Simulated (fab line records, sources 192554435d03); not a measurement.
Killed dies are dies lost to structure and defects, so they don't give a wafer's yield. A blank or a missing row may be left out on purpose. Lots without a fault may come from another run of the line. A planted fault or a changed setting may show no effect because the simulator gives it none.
fab line records | flow n5_finfet | part 2 of 2: steps 41 to 41 of 41
record lots=6 wafers=18 last_day=16
route steps=1938 shown BEOL_M2@909 BEOL_M3@931 PASSIVATION@1936
lots that met no fault: from a run of the same line without faults
start_h: hours from the record's first day to the start of the lot's first wafer shown | wait_h: hours since the lot's step before | " the same as in the row above | L1.1+2: a row that stands for several wafers | - no value, or no start given | * or withheld: withheld | < > ~ a bound
route shown NAME@n: a module of which the file shows steps, and the number in the route of the first | usual: mean/standard deviation of fault-free wafers | same: alike in all rows | chamber/n: place in a boat | sites: the reading at each site | _std_site: their standard deviation | _edge_site: outer sites' mean less inner sites' | radius_mm: how far each site lies from the wafer's centre | mask NAME#n: copy n | behind: the tool/chamber that last shaped the wafer | hold: why the lot was held/for how many hours/how that ended | device: the transistor (n, p or np) that didn't switch | end of line: the same wafers' tests at the end of the route | a step without rows: its recipe alone | killed: dies lost to structure and defects at the first sort, not the wafer's yield | map: a wafer's dies, x killed, . not, _ none there
set.NAME: the setting as run; set.NAME@STEP: as run at that earlier step | model.NAME: the simulator's own value behind a step, which no gauge read
lots at some steps of the route; a table a step, a row a wafer
services: from which hour (start_h, from the record's first day; less than 0 if before it) a tool's chamber was out of use, for how many hours, and why
## steps
# step N5_PASSIVATION_PROBE_49
# usual defect_limited_yield=91.7/1.5 killed_at_M0_to_M3=30/8.6 killed_at_M4_up=12/4.5 killed_at_contacts=13/5.8 killed_at_front_end=38/11 killed_at_other=4/3 killed_dies=97/17 killed_on_rim=13/3.6 killed_open=63/12 killed_short=32/8.8 sort_bin_5_function=4.8/0.91 sort_bin_6_memory=3.1/0.68 sort_n_pass=1083/17 sort_yield_pct=91.7/1.5
# same gross_dies=1180 killed_at_back_side=0 sort_bin_4_leakage[%]=0 sort_bin_8_speed[%]=0
# columns lot.wafer tool chamber start_h wait_h defect_limited_yield[%] killed_at_M0_to_M3 killed_at_M4_up killed_at_contacts killed_at_front_end killed_at_other killed_dies killed_on_rim killed_open killed_short sort_bin_5_function[%] sort_bin_6_memory[%] sort_n_pass sort_yield_pct[%]
L963.1 prober-01 - 275.19 0.0 89.9 20 15 14 62 8 119 13 89 29 7.0 2.7 1061 89.9
L963.2 prober-01 - 275.24 0.1 91.6 26 12 13 42 6 99 12 61 37 4.8 3.3 1081 91.6
L963.6 prober-01 - 275.44 0.3 90.4 21 13 13 61 5 113 13 84 28 5.9 3.2 1067 90.4
L967.2 prober-02 - 306.04 0.2 91.3 24 22 13 43 1 103 12 53 42 4.9 3.3 1077 91.3
L967.3 prober-02 - 306.09 0.3 91.9 28 12 30 24 1 95 15 64 28 4.7 3.1 1085 91.9
L967.6 prober-02 - 306.24 0.4 90.2 37 19 9 49 2 116 16 68 41 5.3 3.7 1064 90.2
L971.2 prober-02 - 325.53 0.1 93.4 25 8 18 25 2 78 12 45 30 3.6 2.8 1102 93.4
L971.3 prober-02 - 325.58 0.1 91.3 30 17 13 43 0 103 13 67 33 5.2 3.3 1077 91.3
L971.4 prober-02 - 325.63 0.2 93.1 33 12 4 30 2 81 14 51 29 3.9 2.6 1099 93.1
L973.1 prober-01 - 343.85 0.0 88.5 42 8 20 65 1 136 17 69 67 7.0 4.1 1044 88.5
L973.3 prober-01 - 343.95 0.1 88.6 50 16 19 48 1 134 16 82 48 6.1 4.7 1046 88.6
L973.6 prober-01 - 344.10 0.3 89.7 40 10 12 54 6 122 10 78 44 5.5 4.2 1058 89.7
L977.2 prober-01 - 357.54 0.1 56.4 477 10 12 14 1 514 69 55 13 28.4 12.6 666 56.4
L977.3 prober-01 - 357.59 0.1 56.9 443 14 24 22 5 508 57 65 26 25.6 15.0 672 56.9
L977.5 prober-01 - 357.69 0.2 57.5 450 17 13 21 1 502 59 54 20 24.8 15.3 678 57.5
L978.1 prober-01 - 378.00 0.0 54.7 492 8 6 23 5 534 64 52 17 28.0 15.2 646 54.7
L978.4 prober-01 - 378.15 0.2 55.4 483 12 14 11 6 526 75 41 15 26.7 14.6 654 55.4
L978.6 prober-01 - 378.25 0.3 57.6 443 8 16 29 4 500 63 58 20 28.3 11.7 680 57.6
# killed by level:class
L963.1 STI_FIN_REVEAL:geometric_particle:open=36 MOL_CONTACT_COAG:geometric_particle:open=10 BEOL_M4:geometric_particle:open=10 STARTING-WAFER:geometric_particle:short=6 DUMMY_GATE:geometric_particle:open=5 BEOL_M0_SAQP:geometric_particle:short=5 BEOL_M0:geometric_particle:open=5 STI_FIN_REVEAL:geometric_particle:short=4
L963.2 STI_FIN_REVEAL:geometric_particle:open=18 BEOL_M0_SAQP:geometric_particle:short=10 BEOL_M0_SAQP:geometric_particle:open=8 FIN_SAQP:geometric_particle:short=7 MOL_CONTACT_COAG:geometric_particle:short=7 BEOL_M4:geometric_particle:open=7 MOL_CONTACT_COAG:geometric_particle:open=6 BEOL_M1:geometric_particle:open=5
L963.6 STI_FIN_REVEAL:geometric_particle:open=35 DUMMY_GATE:geometric_particle:open=9 MOL_CONTACT_COAG:geometric_particle:open=8 BEOL_M4:geometric_particle:open=8 MOL_CONTACT_COAG:geometric_particle:short=5 BEOL_M0_SAQP:geometric_particle:short=5 BEOL_M3:geometric_particle:open=5 STI_FIN_REVEAL:geometric_particle:short=4
L967.2 FIN_SAQP:geometric_particle:short=11 BEOL_M4:geometric_particle:open=11 MOL_CONTACT_COAG:geometric_particle:open=9 BEOL_M0_SAQP:geometric_particle:short=8 FIN_SAQP:geometric_particle:open=5 BEOL_M3:geometric_particle:open=5 MOL_CONTACT_COAG:geometric_particle:short=4 BEOL_M0_SAQP:geometric_particle:open=4
L967.3 MOL_CONTACT_COAG:geometric_particle:open=23 BEOL_M2:geometric_particle:open=7 MOL_CONTACT_COAG:geometric_particle:short=6 BEOL_M3:geometric_particle:open=6 FIN_SAQP:geometric_particle:short=5 BEOL_M0_SAQP:geometric_particle:open=5 BEOL_M3:geometric_particle:short=4 STARTING-WAFER:geometric_particle:open=4
L967.6 FIN_SAQP:geometric_particle:short=13 BEOL_M2:geometric_particle:open=9 BEOL_M3:geometric_particle:open=9 STI_FIN_REVEAL:geometric_particle:open=7 MOL_CONTACT_COAG:geometric_particle:open=7 BEOL_M6:geometric_particle:open=7 BEOL_M0_SAQP:geometric_particle:short=7 DUMMY_GATE:geometric_particle:open=5
L971.2 MOL_CONTACT_COAG:geometric_particle:open=14 BEOL_M2:geometric_particle:open=6 BEOL_M3:geometric_particle:open=6 BEOL_M0_SAQP:geometric_particle:short=5 MOL_CONTACT_COAG:geometric_particle:short=4 STARTING-WAFER:geometric_particle:short=4 FIN_SAQP:geometric_particle:short=3 STARTING-WAFER:geometric_particle:open=3
L971.3 MOL_CONTACT_COAG:geometric_particle:open=10 GATE_CUT:geometric_particle:short=9 BEOL_M1:geometric_particle:open=8 DUMMY_GATE:geometric_particle:open=7 GATE_CUT:geometric_particle:open=7 BEOL_M0_SAQP:geometric_particle:open=7 BEOL_M4:geometric_particle:open=7 STI_FIN_REVEAL:geometric_particle:open=5
L971.4 BEOL_M3:geometric_particle:open=12 GATE_CUT:geometric_particle:short=9 STI_FIN_REVEAL:geometric_particle:open=5 STARTING-WAFER:geometric_particle:short=5 MOL_CONTACT_COAG:geometric_particle:open=4 BEOL_M1:geometric_particle:open=4 BEOL_M0_SAQP:geometric_particle:short=3 BEOL_M0:geometric_particle:open=3
L973.1 FIN_SAQP:geometric_particle:short=34 MOL_CONTACT_COAG:geometric_particle:open=16 FIN_SAQP:geometric_particle:open=14 BEOL_M0_SAQP:geometric_particle:short=13 BEOL_M0_SAQP:geometric_particle:open=8 BEOL_M2:geometric_particle:open=7 BEOL_M3:geometric_particle:open=7 ILD0:geometric_particle:open=4
L973.3 MOL_CONTACT_COAG:geometric_particle:open=16 BEOL_M0_SAQP:geometric_particle:short=12 BEOL_M0_SAQP:geometric_particle:open=11 FIN_SAQP:geometric_particle:short=9 BEOL_M3:geometric_particle:open=8 BEOL_M2:geometric_particle:open=7 GATE_CUT:geometric_particle:short=6 FIN_SAQP:geometric_particle:open=5
L973.6 FIN_SAQP:geometric_particle:short=22 BEOL_M0_SAQP:geometric_particle:open=12 BEOL_M0_SAQP:geometric_particle:short=9 MOL_CONTACT_COAG:geometric_particle:open=8 FIN_SAQP:geometric_particle:open=7 BEOL_M2:geometric_particle:open=7 BEOL_M3:geometric_particle:open=5 STARTING-WAFER:geometric_particle:open=5
L977.2 BEOL_M2:unspecified=446 BEOL_M0_SAQP:geometric_particle:open=11 MOL_CONTACT_COAG:geometric_particle:open=10 BEOL_M2:geometric_particle:open=7 BEOL_M3:geometric_particle:open=6 FIN_SAQP:geometric_particle:open=4 STI_FIN_REVEAL:geometric_particle:open=4 BEOL_M0_SAQP:geometric_particle:short=3
L977.3 BEOL_M2:unspecified=417 MOL_CONTACT_COAG:geometric_particle:open=17 STI_FIN_REVEAL:geometric_particle:open=7 MOL_CONTACT_COAG:geometric_particle:short=7 BEOL_M3:geometric_particle:open=7 BEOL_M1:geometric_particle:open=6 BEOL_M5:geometric_particle:open=6 BEOL_M0_SAQP:geometric_particle:short=5
L977.5 BEOL_M2:unspecified=428 MOL_CONTACT_COAG:geometric_particle:open=11 FIN_SAQP:geometric_particle:open=8 BEOL_M2:geometric_particle:open=8 BEOL_M0_SAQP:geometric_particle:short=6 BEOL_M5:geometric_particle:open=5 STI_FIN_REVEAL:geometric_particle:open=4 BEOL_M1:geometric_particle:open=3
L978.1 BEOL_M2:unspecified=463 STI_FIN_REVEAL:geometric_particle:open=8 DUMMY_GATE:geometric_particle:open=6 BEOL_M1:geometric_particle:open=6 BEOL_M0:geometric_particle:open=5 STARTING-WAFER:geometric_particle:open=5 MOL_CONTACT_COAG:geometric_particle:open=4 BEOL_M0_SAQP:geometric_particle:open=4
L978.4 BEOL_M2:unspecified=469 MOL_CONTACT_COAG:geometric_particle:open=13 BEOL_M4:geometric_particle:open=7 MIM_TOP_ETCH:geometric_particle:open=3 FIN_SAQP:geometric_particle:open=2 STI_FIN_REVEAL:geometric_particle:open=2 BEOL_M0_SAQP:geometric_particle:open=2 BEOL_M0:geometric_particle:short=2
L978.6 BEOL_M2:unspecified=422 MOL_CONTACT_COAG:geometric_particle:open=13 DUMMY_GATE:geometric_particle:open=9 FIN_SAQP:geometric_particle:short=5 BEOL_M3:geometric_particle:short=5 BEOL_M1:geometric_particle:open=5 BEOL_M3:geometric_particle:open=5 FIN_SAQP:geometric_particle:open=4
# map L977.2 (x killed, . not)
_________________..xx...x.xx.________________
______________.xxx..x.....x.x.xx_____________
___________xxx...x.x..x.x.xx...x...__________
__________xx.x..x.....x..x....xx..x._________
________xxx.xx.x......xx.x....xxxx...._______
_______..x.xx.x..xx....xxxx.xx.xxx..x.x______
______....xxx..xx...xx.xx.x..xxxxxxx.x.x_____
_____x.x..x.......xxx..xxxx..x.x.xx....x.____
____x..x....x....x.x.xx...x..xx....xxx.x..___
___xxxx..x..x...xx....xxx....xx..x......x.x__
___x.xx.x.xx.xx..xxxx...x..x.xx.xx..x.x..x.__
__xxx.xx......xx.xxxx.x.xx.xx.x.xx...xx.x..._
__xxx..x.......x.x.x....xxx..xx.x.xx..x...xx_
_x...x.x.x....x..x....x.xx.xxx..x..x....x..x.
_..xxx.x.xx.x.....x..xx.xxxx...x..x.x.xxx..xx
_xx.xxxx..xxxxxx..x...x.xx..........xxx...xx.
_..xxxx......x...x....xx.x...xx.x..xx.xx.....
_xx.xxx..x..x.....xxx.x..x...xx..x.....x.x.xx
_........x.x...x.xx....x..xx....xx.x.xx....x.
_..x.....x.xx.x...x.xx.x..xxx...xxx..x..xx.x.
_.....x.xxx.x...x.xxx.x...xx..x...xx.xxx.x..x
__xxx..xx..x....x.xx.xx.xx....x...x.xxx.x..._
__xxxx.xxx...x.x.x.x.xx.x...xxxxxx....xx.x.._
___x.x.x.xx.x.x.xx....x.x..x..xxx...x..xx.x__
___..x..xxxx.x.x.xxx.x...xx......xxx.xx.xx.__
____x..xx.x..xxx....xxxxxxxxxx.x......xxxx___
_____..x.xx..xxxx....x.....x......xx...xx____
______...x.xxx.....xxxx......xx.......x._____
_______x.x.....x.x........x...xxxx..xx.______
________.xx.x...xxx....xxxx...xxx....._______
__________..x..x.....x.x..xx..x..x.._________
___________x.x....x.x.xxxx...x.xx..__________
______________..x....x....x..x.x_____________
_________________...xx...xx.x________________
# map L978.1 (x killed, . not)
_________________..xx..xx..xx________________
______________xxxx..x.x..xx..x.x_____________
___________xx.x.x.xxxxx..xxxx...x.x__________
__________xxxx.xx.x....x.xxxxx.x...x_________
________...xx..x..x....x.x...xx.xx..xx_______
_______x..x.x..xx.xxx...x..x..x..x.....______
______.xx.x.....x....x.x...x..xxxxxxx.xx_____
_____..xx....xx.x.x..x.x..xx.....xx..x...____
____..x..x....x...xxx..x.x.xx....xxx.x.x..___
___....xx.x.xx...x...xx.x..x.x.xxx.xxxx.xx.__
___...xx.xxxxxxx.xxxxx..xx.xxxx..x.xx.xx.x.__
__..x...x.x...xx.x..x...x...x.xx.xxxx..xx..x_
__x..xxx.....xxxx.x.x.xxx.x.xx.xxxx..x..x..x_
_xx.....x...xxx...xxx.x.xx....xx...x..x..x.x.
_....xx....x..xx.x..x.x.xxxxxxxx.xx..x..xxx.x
_...xxxx.x..x..xx..xx..xx..xxx.x...xx......x.
_x.x..xxxx.x.......xx...x....xxxx...x.....x.x
_.xxx..xx...xxx.x.x..x..xx.xxx...x.....xxx.x.
_..xxx......x.xxxx.xxx...x..x..xx...x...x.x..
_.x.......x.xxxxx.......xx..xx...x..xxx......
_x..xx..xx....x.x.x.xxx..x....xx.x...xx..x.xx
__.xx.....x.xx.xx....xxx.x...xx.....xxx.xx.._
__..x.xx.....x...xx.x........x.x.xxxxxxx.xx._
___...x....xxxxx..x..x.xxx..x.x.x..xxx.xxxx__
___xxx....xxxxxx.x..x..x.x....xxx..x.x.xx..__
____.x....x.x.x..xx.x..xx....x....xxx.....___
_____x.....x.x.x........x.xxx.x...xxx.xxx____
______x...x...x.xx......x.x.x.x.xxxx...._____
_______xx...xxx.xx.xx.x.xx....x.....x..______
________.x.x...x.xx..x....x..xxxx..xx._______
__________xxx.x.x..xx.xx..xx.x..xx.x_________
___________..x.x...xx..xx..xxx..xx.__________
______________...xxxxxxx........_____________
_________________xx..x.....x.________________
## services
# columns tool chamber start_h hours kind
cmp-01 - 120.55 1.3 repair
cmp-02 - 129.62 4.0 pm
cmp-02 - 133.62 - consumable_replace:conditioner
cmp-02 - 133.62 - consumable_replace:pad
cmp-03 - 158.87 4.2 repair
cmp-02 - 163.61 2.4 repair
cmp-02 - 184.71 0.3 repair
ecd_cu-01 - 185.14 0.2 repair
cmp-03 - 196.07 4.0 pm
cmp-02 - 214.46 3.9 repair
cmp-02 - 229.11 3.4 repair
cmp-02 - 233.99 3.5 repair
cmp-01 - 236.01 1.9 repair
rtp_anneal-01 - 240.37 4.2 pm
## key
first_sign step=N5_PASSIVATION_PROBE_49 reading=killed_at_M0_to_M3 direction=up sigmas=50 usual=30 struck=465
effect step=N5_PASSIVATION_PROBE_49 reading=defect_limited_yield direction=down sigmas=24 usual=91.7 struck=56.4
more_kills_born_at N5_BEOL_M2_ECD_50@ecd_cu-01=2645
met_at N5_BEOL_M2_ECD_50
struck_wafers L977.2,L977.3,L977.5,L978.1,L978.4,L978.6
onset_between 143.79 226.25
also_fits time
fault kind=chamber_particle_source tool=ecd_cu-01 chamber=- onset_h=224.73 steps=N5_BEOL_M2_ECD_50 rate_per_visit_cm2=0.93038 end_h=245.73
